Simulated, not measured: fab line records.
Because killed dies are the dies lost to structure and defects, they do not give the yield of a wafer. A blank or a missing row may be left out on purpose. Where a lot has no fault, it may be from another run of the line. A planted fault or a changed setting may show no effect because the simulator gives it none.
fab line records -- flow n5-finfet
record lots=6, wafers=18, last-day=18
route steps=1938 shown TV_OPEN@1889 PAD_METAL@1893 PASSIVATION@1897
lots untouched by any fault: they come from a run of this same line in which no faults occurred
start-h: hours from the record's first day to the start of the lot's first wafer shown -- wait-h: time in hours since the lot's previous step -- " as in the row above -- L1.1+2: one row covering several wafers at once -- - no value present, or no start provided -- * or withheld: withheld -- < > ~ a bound
route shown NAME@n: a module of which the file shows steps, and the number in the route of the first -- usual: mean and standard deviation over wafers with no fault -- same: alike in all rows -- chamber/n: place in a boat -- sites: readings site by site -- _std_site: the standard deviation of these -- _edge_site: mean of outer sites minus mean of inner sites -- radius-mm: how far each site lies from the wafer's centre -- mask NAME#n: copy n -- behind: the tool/chamber that last shaped the wafer -- hold: cause of the lot's hold/its duration in hours/its outcome -- device: the transistor (n, p or np) that didn't switch -- end of line: at the end of the route, the tests of the same wafers -- for a step that has no rows: nothing shown but its recipe -- killed: not the wafer's yield, but the dies lost to structure and defects at the first sort -- map: the dies of a wafer, with x for killed, . for not killed, _ for no die there
set.NAME: setting as actually run; set.NAME@STEP: the setting as run at that earlier step -- model.NAME: the simulator's own value behind a step, which no gauge read
a table for each step, a row for each wafer; lots at some steps of the route
services: the hour from which a tool's chamber was out of use, counted from the record's first day as start-h (under 0 if before that day), plus the number of hours and why
## steps
# step N5_PASSIVATION_STRIP_14
# recipe chemistry=O2, power-w=600, temp-c=60, pressure-mtorr=30, rf-frequency-hz=6e+07, bias-power-w=0, overash-fraction=0.5, o2-flow-sccm=225
# usual drypump-motor-current-A=5.9/0.42, oes-product-au=0.76/0.087, rf-vpp-V=3.7/0.98, showerhead-plenum-p-Torr=2.11/0.055, throttle-valve-pct=16.73/0.17
# same bias-power-w=0, overash-fraction=0.5
lot.wafer,tool,chamber,start-h,wait-h,drypump-motor-current-A,oes-product-au,rf-hours-counter-h,rf-vpp-V,showerhead-plenum-p-Torr,throttle-valve-pct
L354.2,rie-diel-03,2,309.97,0.1,5.4,0.72,216,4.5,2.08,16.60
L354.4,rie-diel-03,2,309.97,0.1,5.4,0.73,-,4.5,2.08,16.66
L354.6,rie-diel-03,1,309.97,0.1,6.1,0.84,-,3.4,2.04,16.58
L357.3,rie-diel-04,3,320.40,0.1,6.4,0.66,210,2.5,2.08,16.77
L357.4,rie-diel-04,1,320.40,0.1,6.2,0.72,186,3.9,2.08,16.92
L357.6,rie-diel-04,3,320.40,0.1,6.4,0.68,-,3.4,2.08,16.74
L364.2,rie-diel-03,1,364.77,0.1,6.0,0.81,92,3.6,2.04,16.60
L364.4,rie-diel-03,3,364.77,0.1,5.6,0.97,-,3.0,2.06,16.48
L364.6,rie-diel-03,1,364.77,0.1,6.0,0.81,-,5.0,2.04,16.62
L365.1,rie-diel-05,3,367.84,0.1,5.7,0.80,111,3.6,2.19,16.71
L365.2,rie-diel-05,1,367.84,0.1,5.8,0.70,225,4.2,2.16,16.84
L365.4,rie-diel-05,1,367.84,0.1,5.8,0.68,-,3.3,2.16,16.87
L367.3,rie-diel-04,2,383.09,0.1,6.5,1.00,2,3.5,2.07,16.27
L367.5,rie-diel-04,1,383.09,0.1,6.1,0.71,-,3.4,2.08,16.96
L367.6,rie-diel-04,0,383.09,0.1,5.4,0.78,-,5.5,2.20,16.64
L372.2,rie-diel-04,0,420.29,0.1,5.4,0.77,132,1.1,2.20,16.64
L372.3,rie-diel-04,3,420.29,0.1,6.5,0.66,240,4.9,2.07,16.79
L372.4,rie-diel-04,1,420.29,0.1,6.2,0.70,219,1.5,2.07,17.03
# step N5_PASSIVATION_ETCH_15
# recipe chemistry=CF4/N2, target=SiCN, target-depth-a=750, taper-deg=2, time-s=81.2, ion-energy-ev=150, mask-material=SiNx, pressure-mtorr=40, source-w=430, bias-w=70, Ar_flow_sccm=100, cf4-flow-sccm=60, n2-flow-sccm=60
# usual drypump-motor-current-A=5.9/0.41, mfc-ar-sccm=100.0/0.3, n2-flow-sccm=59.97/0.18, oes-product-au=0.76/0.087, rf-vpp-V=382.5/1.6, showerhead-plenum-p-Torr=2.22/0.057, throttle-valve-pct=15.49/0.18
lot.wafer,tool,chamber,start-h,wait-h,drypump-motor-current-A,mfc-ar-sccm,n2-flow-sccm,oes-product-au,rf-hours-counter-h,rf-vpp-V,showerhead-plenum-p-Torr,throttle-valve-pct
L354.2,rie-diel-03,2,-,-,5.4,99.8,60.11,0.71,216,382.1,2.18,15.38
L354.4,rie-diel-03,2,-,-,5.5,99.8,60.00,0.72,-,381.8,2.18,15.37
L354.6,rie-diel-03,1,-,-,6.0,99.9,59.90,0.84,-,379.8,2.14,15.30
L357.3,rie-diel-04,3,-,-,6.4,100.4,59.78,0.68,210,381.5,2.19,15.47
L357.4,rie-diel-04,1,-,-,6.2,100.6,59.82,0.72,186,382.7,2.19,15.68
L357.6,rie-diel-04,3,-,-,6.4,100.8,59.76,0.68,-,383.1,2.19,15.48
L364.2,rie-diel-03,1,-,-,6.0,99.9,59.98,0.81,92,380.4,2.14,15.34
L364.4,rie-diel-03,3,-,-,5.6,100.3,59.68,0.96,-,382.3,2.17,15.20
L364.6,rie-diel-03,1,-,-,6.0,99.8,60.03,0.81,-,379.6,2.14,15.33
L365.1,rie-diel-05,3,-,-,5.7,100.2,59.73,0.78,111,384.3,2.31,15.50
L365.2,rie-diel-05,1,-,-,5.8,100.2,60.06,0.69,225,383.7,2.27,15.62
L365.4,rie-diel-05,1,-,-,5.8,99.9,60.08,0.68,-,384.6,2.27,15.63
L367.3,rie-diel-04,2,-,-,6.5,100.4,59.68,1.00,2,382.0,2.17,15.02
L367.5,rie-diel-04,1,-,-,6.2,99.8,60.11,0.70,-,381.4,2.18,15.75
L367.6,rie-diel-04,0,-,-,5.4,99.9,59.94,0.79,-,384.5,2.30,15.33
L372.2,rie-diel-04,0,-,-,5.4,100.3,59.90,0.77,132,384.9,2.30,15.34
L372.3,rie-diel-04,3,-,-,6.4,99.7,59.82,0.66,240,380.7,2.18,15.54
L372.4,rie-diel-04,1,-,-,6.2,100.1,59.85,0.70,219,381.1,2.18,15.76
# step N5_PASSIVATION_STRIP_73
# recipe chemistry=post-etch-residue-remover, time-s=60, temp-c=25, remover-ph=withheld, remover-water-wt-pct=withheld, remover-fluoride-wt-pct=withheld
# step N5_PASSIVATION_SRD_17
# recipe time-s=30, temp-c=23, rinse-liquid=diw, dry=n2-spin, spin-rpm=1500, dry-time-s=30
# step N5_PASSIVATION_DEGAS_18
# recipe ambient=vacuum, temp-c=300, time-s=60
# usual heater-power-w=470/47
lot.wafer,tool,chamber,start-h,wait-h,heater-power-w
L354.2,pvd-sputter-01,-,310.24,0.1,442
L354.4,pvd-sputter-01,-,310.24,0.1,426
L354.6,pvd-sputter-01,-,310.24,0.1,522
L357.3,pvd-sputter-02,-,321.52,0.9,473
L357.4,pvd-sputter-02,-,321.52,0.9,502
L357.6,pvd-sputter-02,-,321.52,0.9,488
L364.2,pvd-sputter-02,-,367.55,2.6,472
L364.4,pvd-sputter-02,-,367.55,2.6,422
L364.6,pvd-sputter-02,-,367.55,2.6,499
L365.1,pvd-sputter-02,-,368.67,0.6,434
L365.2,pvd-sputter-02,-,368.67,0.6,497
L365.4,pvd-sputter-02,-,368.67,0.6,478
L367.3,pvd-sputter-02,-,383.86,0.6,491
L367.5,pvd-sputter-02,-,383.86,0.6,482
L367.6,pvd-sputter-02,-,383.86,0.6,501
L372.2,pvd-sputter-02,-,420.80,0.3,486
L372.3,pvd-sputter-02,-,420.80,0.3,485
L372.4,pvd-sputter-02,-,420.80,0.3,423
# step N5_PASSIVATION_PRE_CLEAN_19
# recipe gas=H2/He, time-s=*, temp-c=*
# usual heater-power-w=470/47
lot.wafer,tool,chamber,start-h,wait-h,heater-power-w
L354.2,pvd-sputter-01,-,310.28,0.0,442
L354.4,pvd-sputter-01,-,310.28,0.0,429
L354.6,pvd-sputter-01,-,310.28,0.0,528
L357.3,pvd-sputter-02,-,321.56,0.0,501
L357.4,pvd-sputter-02,-,321.56,0.0,489
L357.6,pvd-sputter-02,-,321.56,0.0,485
L364.2,pvd-sputter-02,-,367.59,0.0,481
L364.4,pvd-sputter-02,-,367.59,0.0,436
L364.6,pvd-sputter-02,-,367.59,0.0,493
L365.1,pvd-sputter-02,-,368.71,0.0,424
L365.2,pvd-sputter-02,-,368.71,0.0,508
L365.4,pvd-sputter-02,-,368.71,0.0,470
L367.3,pvd-sputter-02,-,383.90,0.0,493
L367.5,pvd-sputter-02,-,383.90,0.0,475
L367.6,pvd-sputter-02,-,383.90,0.0,501
L372.2,pvd-sputter-02,-,420.84,0.0,489
L372.3,pvd-sputter-02,-,420.84,0.0,491
L372.4,pvd-sputter-02,-,420.84,0.0,420
# step N5_PASSIVATION_SPUTTER_20
# recipe material=TaN, target-thk-a=500, temp-c=25, chamber-pressure-pa=0.4
# step N5_PASSIVATION_AL_DEP_21
# recipe material=Al, target-thk-a=28000, temp-c=400, time-s=170, power-w=30000, chamber-pressure-pa=0.4, gas=Ar
# usual throttle-valve-pct=29.5/0.99
lot.wafer,tool,chamber,start-h,wait-h,throttle-valve-pct
L354.2,pvd-sputter-01,-,310.42,0.1,29.9
L354.4,pvd-sputter-01,-,310.42,0.1,30.5
L354.6,pvd-sputter-01,-,310.42,0.1,29.5
L357.3,pvd-sputter-02,-,321.70,0.1,30.1
L357.4,pvd-sputter-02,-,321.70,0.1,29.9
L357.6,pvd-sputter-02,-,321.70,0.1,27.8
L364.2,pvd-sputter-02,-,367.73,0.1,29.5
L364.4,pvd-sputter-02,-,367.73,0.1,28.6
L364.6,pvd-sputter-02,-,367.73,0.1,27.9
L365.1,pvd-sputter-02,-,368.85,0.1,28.8
L365.2,pvd-sputter-02,-,368.85,0.1,27.6
L365.4,pvd-sputter-02,-,368.85,0.1,29.7
L367.3,pvd-sputter-02,-,384.04,0.1,27.9
L367.5,pvd-sputter-02,-,384.04,0.1,30.4
L367.6,pvd-sputter-02,-,384.04,0.1,27.9
L372.2,pvd-sputter-02,-,420.98,0.1,29.9
L372.3,pvd-sputter-02,-,420.98,0.1,27.9
L372.4,pvd-sputter-02,-,420.98,0.1,28.7
# step N5_PASSIVATION_HMDS_23
# recipe time-s=60, temp-c=120
# step N5_PASSIVATION_COAT_24
# recipe spin-rpm=3000, resist-thk-nm=withheld
# step N5_PASSIVATION_EBR_26
# recipe solvent=PGMEA, ebr-width-mm=1.5
# step N5_PASSIVATION_SOFTBAKE_25
# recipe temp-c=100, time-s=90
# step N5_PASSIVATION_EXPOSE_27
# recipe mask-id=PAD, na=0.55, source-shape=conventional, sigma-outer=0.8, polarization=unpolarized, defocus-nm=0, dose-mj=32.3
# usual stage-vel-mm-s=500.02/0.27
lot.wafer,tool,chamber,start-h,wait-h,mask,stage-vel-mm-s,model.PASSIVATION.overlay-x-nm
L354.2,krf-scanner-02,0,310.72,-,PAD#0,499.88,-5
L354.4,krf-scanner-02,0,310.72,-,PAD#0,499.70,-5
L354.6,krf-scanner-02,0,310.72,-,PAD#0,499.83,-5
L357.3,krf-scanner-01,0,322.13,-,PAD#0,500.12,0.6
L357.4,krf-scanner-01,0,322.13,-,PAD#0,500.01,0.6
L357.6,krf-scanner-01,0,322.13,-,PAD#0,500.24,0.6
L364.2,krf-scanner-02,0,368.03,-,PAD#0,499.81,0.2
L364.4,krf-scanner-02,0,368.03,-,PAD#0,500.21,0.2
L364.6,krf-scanner-02,0,368.03,-,PAD#0,500.18,0.2
L365.1,krf-scanner-01,0,369.27,-,PAD#0,500.08,579.8
L365.2,krf-scanner-01,0,369.27,-,PAD#0,500.00,579.8
L365.4,krf-scanner-01,0,369.27,-,PAD#0,500.56,579.8
L367.3,krf-scanner-01,0,384.34,-,PAD#0,499.95,581.8
L367.5,krf-scanner-01,0,384.34,-,PAD#0,500.14,581.8
L367.6,krf-scanner-01,0,384.34,-,PAD#0,499.57,581.8
L372.2,krf-scanner-02,0,421.41,-,PAD#0,499.67,4.2
L372.3,krf-scanner-02,0,421.41,-,PAD#0,500.17,4.2
L372.4,krf-scanner-02,0,421.41,-,PAD#0,499.71,4.2
# step N5_PASSIVATION_PEB_28
# recipe peb-temp-c=withheld, peb-time-s=*
# step N5_PASSIVATION_DEVELOP_29
# recipe develop-time-s=60, rinse-liquid=diw, dry=air-spin, dev-temp-c=21
# step N5_PASSIVATION_HARDBAKE_31
# recipe temp-c=130, time-s=120
# step N5_PASSIVATION_CD_MEAS_30
# recipe target-cd-nm=4000, landing-energy-ev=500, detector=se-inlens, polarity=opening
# usual cd-nm=4000.3/1.3
lot.wafer,tool,chamber,start-h,wait-h,cd-nm
L354.2,cd-sem-03,0,310.89,-,3998.7
L354.4,cd-sem-03,0,310.89,-,3998.8
L354.6,cd-sem-03,0,310.89,-,3999.6
L357.3,cd-sem-01,0,322.30,-,4000.8
L357.4,cd-sem-01,0,322.30,-,4001.8
L357.6,cd-sem-01,0,322.30,-,4001.8
L364.2,cd-sem-03,0,368.20,-,4002.1
L364.4,cd-sem-03,0,368.20,-,4000.9
L364.6,cd-sem-03,0,368.20,-,3999.8
L365.1,cd-sem-02,0,369.45,-,3999.0
L365.2,cd-sem-02,0,369.45,-,4000.2
L365.4,cd-sem-02,0,369.45,-,3999.5
L367.3,cd-sem-01,0,384.51,-,3999.8
L367.5,cd-sem-01,0,384.51,-,4000.1
L367.6,cd-sem-01,0,384.51,-,3999.6
L372.2,cd-sem-03,0,421.58,-,3998.6
L372.3,cd-sem-03,0,421.58,-,3999.7
L372.4,cd-sem-03,0,421.58,-,4000.1
# step N5_PASSIVATION_OVL_MEAS_63
# recipe points-per-wafer=44
# usual PAD_OVL=0/5.5
lot.wafer,tool,chamber,start-h,wait-h,PAD_OVL[nm]
L354.2,overlay-01,0,310.92,0.0,-8
L354.4,overlay-01,0,310.92,0.0,-4
L354.6,overlay-01,0,310.92,0.0,-10
L357.3,overlay-01,0,322.32,0.0,2
L357.4,overlay-01,0,322.32,0.0,-2
L357.6,overlay-01,0,322.32,0.0,-3
L364.2,overlay-01,0,368.23,0.0,2
L364.4,overlay-01,0,368.23,0.0,0
L364.6,overlay-01,0,368.23,0.0,4
L365.1,overlay-02,0,369.48,0.0,576
L365.2,overlay-02,0,369.48,0.0,582
L365.4,overlay-02,0,369.48,0.0,576
L367.3,overlay-01,0,384.54,0.0,583
L367.5,overlay-01,0,384.54,0.0,581
L367.6,overlay-01,0,384.54,0.0,583
L372.2,overlay-01,0,421.61,0.0,12
L372.3,overlay-01,0,421.61,0.0,2
L372.4,overlay-01,0,421.61,0.0,9
# step N5_PASSIVATION_INSPECT_64
# recipe mode=adi, inspect-instrument=macro
# usual raw-defect-count=2.0/1.4
lot.wafer,tool,chamber,start-h,wait-h,raw-defect-count
L354.2,defect-inspect-02,-,310.94,0.0,2
L354.4,defect-inspect-02,-,310.94,0.0,3
L354.6,defect-inspect-02,-,310.94,0.0,1
L357.3,defect-inspect-02,-,322.35,0.0,1
L357.4,defect-inspect-02,-,322.35,0.0,2
L357.6,defect-inspect-02,-,322.35,0.0,1
L364.2,defect-inspect-01,-,368.26,0.0,1
L364.4,defect-inspect-01,-,368.26,0.0,2
L364.6,defect-inspect-01,-,368.26,0.0,2
L365.1,defect-inspect-02,-,369.51,0.0,3
L365.2,defect-inspect-02,-,369.51,0.0,3
L365.4,defect-inspect-02,-,369.51,0.0,3
L367.3,defect-inspect-01,-,384.56,0.0,1
L367.5,defect-inspect-01,-,384.56,0.0,0
L367.6,defect-inspect-01,-,384.56,0.0,2
L372.2,defect-inspect-01,-,421.63,0.0,0
L372.3,defect-inspect-01,-,421.63,0.0,4
L372.4,defect-inspect-01,-,421.63,0.0,1
## services
tool,chamber,start-h,hours,kind
krf-scanner-02,-,286.54,1.0,pm
krf-scanner-02,-,288.26,1.3,pm
rie-diel-04,0,290.08,9.8,repair
krf-scanner-02,-,303.94,4.4,pm
rie-diel-03,3,308.45,5.8,repair
krf-scanner-01,-,310.50,1.3,pm
rie-diel-05,2,328.85,3.0,repair
rie-diel-03,3,334.88,-,clean
rie-diel-03,3,334.88,-,consumable-replace:esc
rie-diel-03,3,334.88,-,consumable-replace:focus-ring
rie-diel-03,3,334.88,25.6,scheduled-down
rie-diel-03,3,334.88,25.6,vent-cycle
rie-diel-05,1,340.18,4.2,repair
rie-diel-04,2,349.86,-,clean
rie-diel-04,2,349.86,-,consumable-replace:focus-ring
rie-diel-04,2,349.86,25.0,scheduled-down
rie-diel-04,2,349.86,25.0,vent-cycle
rie-diel-03,0,355.67,52.1,repair
krf-scanner-01,-,364.11,0.8,pm
krf-scanner-01,-,365.16,1.2,repair
pvd-sputter-02,-,391.44,2.1,repair
krf-scanner-02,-,404.15,0.8,pm
krf-scanner-02,-,406.15,0.3,repair
rie-diel-03,0,407.80,-,clean
## key
first-sign step=N5_PASSIVATION_OVL_MEAS_63, reading=PAD_OVL, direction=up, sigmas=99+, usual=0, struck=580
effect none on later readings
model-effect step=N5_PASSIVATION_EXPOSE_27, value=PASSIVATION.overlay-x-nm, without=-3.2, struck=580.8
met-at N5_PASSIVATION_EXPOSE_27
struck-wafers L365.1,L365.2,L365.4,L367.3,L367.5,L367.6
onset-between 322.13 369.27
fault kind=scanner-matching-overlay, tool=krf-scanner-01, chamber=-, onset-h=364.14, steps=N5_PASSIVATION_EXPOSE_27, offset=584.01
